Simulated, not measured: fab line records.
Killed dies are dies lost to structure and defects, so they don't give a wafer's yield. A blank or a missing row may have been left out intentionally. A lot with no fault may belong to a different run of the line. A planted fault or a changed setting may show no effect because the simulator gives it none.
Which of the tools did it?    flow n5Finfet    Sampling: 24 lots, 72 wafers, 3 of 1938 route steps

== WHAT THE GAUGES SHOWED, per wafer ==
N5_HKMG_FIN_INSPECT_28: inspects for defects (darkfield).
lot   measured      on                rawDefectCount
L074  day 4 07:11   defectInspect-02  27 27 38
L075  day 4 11:49   defectInspect-01  78 82 57
L076  day 4 23:50   defectInspect-02  54 50 50
L077  day 5 01:58   defectInspect-01  45 37 48
L078  day 5 09:05   defectInspect-01  43 26 18
L079  day 5 15:04   defectInspect-02  45 62 34
L080  day 5 21:52   defectInspect-01  36 38 41
L081  day 6 06:59   defectInspect-01  65 106 71
L082  day 6 07:46   defectInspect-01  30 26 43
L083  day 6 15:27   defectInspect-01  33 50 46
L084  day 6 19:45   defectInspect-01  25 26 30
L085  day 7 05:28   defectInspect-02  33 32 58
L086  day 7 06:14   defectInspect-02  86 54 43
L087  day 7 16:01   defectInspect-02  44 67 62
L088  day 7 18:37   defectInspect-01  110 28 83
L089  day 8 08:15   defectInspect-01  33 28 52
L090  day 8 10:11   defectInspect-01  45 47 24
L091  day 8 16:58   defectInspect-02  25 36 28
L092  day 8 21:44   defectInspect-02  62 45 59
L093  day 9 04:59   defectInspect-02  25 51 26
L094  day 9 10:28   defectInspect-02  26 25 20
L095  day 9 17:08   defectInspect-01  26 26 49
L096  day 9 21:40   defectInspect-02  47 22 55
L097  day 10 04:07  defectInspect-01  29 27 28

== WHICH TOOL RAN EACH LOT (tool, then ch and the chambers of the sampled wafers, then the start) ==
lot   N5_HKMG_FIN_ETCH_67               N5_HKMG_FIN_CMP_23
L074  rieDiel-03 ch 2,3, day 4 05:04    cmp-03 ch 1,2,3, day 4 06:28
L075  rieDiel-03 ch 0,1,2, day 4 09:50  cmp-03 ch 2,3, day 4 11:11
L076  rieDiel-03 ch 1,2, day 4 21:49    cmp-02 ch 2,3, day 4 23:07
L077  rieDiel-01 ch 0,1, day 4 23:59    cmp-04 ch 0,1,3, day 5 01:25
L078  rieDiel-03 ch 0,2, day 5 07:06    cmp-04 ch 1,2,3, day 5 08:32
L079  rieDiel-01 ch 0,2,3, day 5 13:05  cmp-02 ch 1,2, day 5 14:21
L080  rieDiel-01 ch 0,1,2, day 5 19:53  cmp-02 ch 1,2,3, day 5 21:19
L081  rieDiel-06 ch 0,1,2, day 6 05:00  cmp-04 ch 0,2, day 6 06:17
L082  rieDiel-06 ch 0,1,2, day 6 05:46  cmp-02 ch 0,2,3, day 6 07:08
L083  rieDiel-01 ch 0,1,2, day 6 13:21  cmp-03 ch 0,3, day 6 14:44
L084  rieDiel-06 ch 0,1,3, day 6 17:46  cmp-04 ch 0,1, day 6 19:07
L085  rieDiel-03 ch 1,2, day 7 03:28    cmp-02 ch 0,1,3, day 7 04:50
L086  rieDiel-06 ch 1,2,3, day 7 04:16  cmp-03 ch 1,2,3, day 7 05:41
L087  rieDiel-03 ch 0,3, day 7 14:02    cmp-04 ch 0,1, day 7 15:19
L088  rieDiel-01 ch 0,2,3, day 7 16:37  cmp-04 ch 0,1,3, day 7 17:55
L089  rieDiel-01 ch 0,2,3, day 8 06:14  cmp-04 ch 2,3, day 8 07:32
L090  rieDiel-03 ch 1,3, day 8 08:10    cmp-04 ch 0,1,3, day 8 09:33
L091  rieDiel-03 ch 0,1,3, day 8 14:58  cmp-04 ch 0,1, day 8 16:20
L092  rieDiel-01 ch 0,1,2, day 8 19:43  cmp-03 ch 2,3, day 8 21:01
L093  rieDiel-01 ch 0,3, day 9 02:59    cmp-04 ch 0,1,3, day 9 04:26
L094  rieDiel-03 ch 0,1,3, day 9 08:28  cmp-04 ch 1,2,3, day 9 09:45
L095  rieDiel-06 ch 1,2, day 9 15:08    cmp-02 ch 0,1, day 9 16:30
L096  rieDiel-06 ch 0,2, day 9 19:40    cmp-02 ch 0,3, day 9 21:02
L097  rieDiel-03 ch 1,3, day 10 02:07   cmp-03 ch 1,2, day 10 03:29
- N5_HKMG_FIN_ETCH_67: etches SOC in N2/H2, stops on TiN, target depth 388.9 nm.
- N5_HKMG_FIN_CMP_23: polishes, stops on SiNx, t overpolish 10 s, target thk 46.326 nm.

== WHAT THE TOOLS THEMSELVES READ (means of the sampled wafers that have a number; where no wafer has one, the mark that the record gives instead) ==
N5_HKMG_FIN_ETCH_67.
lot   tool        drypumpMotorCurrentA (A)  oesProductAu (a.u.)  rfVppV (V)  showerheadPlenumPTorr (Torr)  throttleValvePct (%)
L074  rieDiel-03  5.8                       0.74                 239.7       2.47                          18.02
L075  rieDiel-03  5.6                       0.71                 239.8       2.49                          17.85
L076  rieDiel-03  5.9                       0.69                 240.5       2.54                          17.78
L077  rieDiel-01  5.3                       0.70                 240.2       2.51                          18.02
L078  rieDiel-03  5.6                       0.71                 238.6       2.42                          18.00
L079  rieDiel-01  5.6                       0.83                 240.1       2.49                          17.71
L080  rieDiel-01  5.7                       0.76                 240.2       2.49                          17.87
L081  rieDiel-06  5.5                       0.81                 240.9       2.52                          17.76
L082  rieDiel-06  5.4                       0.80                 240.4       2.52                          17.77
L083  rieDiel-01  5.6                       0.75                 239.8       2.49                          17.89
L084  rieDiel-06  5.8                       0.72                 240.1       2.48                          17.81
L085  rieDiel-03  5.8                       0.77                 240.2       2.47                          17.80
L086  rieDiel-06  5.6                       0.76                 241.1       2.54                          18.01
L087  rieDiel-03  5.4                       0.73                 241.2       2.48                          17.97
L088  rieDiel-01  5.6                       0.79                 239.7       2.48                          17.74
L089  rieDiel-01  5.6                       0.80                 240.1       2.48                          17.77
L090  rieDiel-03  5.8                       0.82                 240.1       2.58                          17.79
L091  rieDiel-03  5.6                       0.79                 241.2       2.53                          17.76
L092  rieDiel-01  5.6                       0.83                 239.6       2.48                          17.77
L093  rieDiel-01  5.3                       0.72                 240.4       2.49                          17.94
L094  rieDiel-03  5.6                       0.78                 240.4       2.53                          17.77
L095  rieDiel-06  5.2                       0.82                 240.8       2.56                          18.00
L096  rieDiel-06  5.2                       0.84                 240.2       2.54                          17.85
L097  rieDiel-03  5.8                       0.83                 241.4       2.58                          17.56

N5_HKMG_FIN_CMP_23.
lot   tool    motorCurrentA (A)  overpolishRunS (s)  timeToEndpointS (s)
L074  cmp-03  12.1               9.998               9.8
L075  cmp-03  11.7               9.994               12.7
L076  cmp-02  12.6               9.999               9.2
L077  cmp-04  12.2               9.990               9.4
L078  cmp-04  12.2               10.003              13.5
L079  cmp-02  12.2               9.995               7.8
L080  cmp-02  12.3               9.996               12.3
L081  cmp-04  10.5               10.009              13.2
L082  cmp-02  12.5               10.003              10.2
L083  cmp-03  11.9               9.987               11.1
L084  cmp-04  11.4               9.998               12.1
L085  cmp-02  12.0               9.997               7.4
L086  cmp-03  12.2               10.008              12.7
L087  cmp-04  11.3               10.003              8.7
L088  cmp-04  12.1               9.995               9.6
L089  cmp-04  11.4               10.004              12.2
L090  cmp-04  12.2               10.002              12.2
L091  cmp-04  11.1               10.003              10.8
L092  cmp-03  12.1               10.002              14.5
L093  cmp-04  12.3               9.999               8.6
L094  cmp-04  11.9               9.994               8.0
L095  cmp-02  12.0               9.997               10.8
L096  cmp-02  12.2               10.002              10.0
L097  cmp-03  13.2               10.003              12.9

== THE ANSWER, worked out from the rows above alone ==
Rule: the lots themselves supply what counts as usual. Put in order of their means at a reading, lots are off if they are a third of the lots or fewer, leave a main group of 4 or more, and stand apart from it by a gap of 3 or more times the standard deviation of the main group's means; of several such gaps the widest counts. If all means in a main group match to the digits the tables above print for the reading, that group is not used. A lot without any number at a reading at which 4 lots or more have one is off too. All remaining lots with rows at the step are treated as sound. After the gauges, taken in route order, come the tools' own readings; for these a lot's mean is taken, as printed above. The first step at which some lot is off is used, and at that step the reading that is off furthest; a lot without a number counts as furthest.
Across all readings shown, no lot is off: no conclusion can be drawn from this.

== WHAT THE SIMULATOR HAD INSERTED ==
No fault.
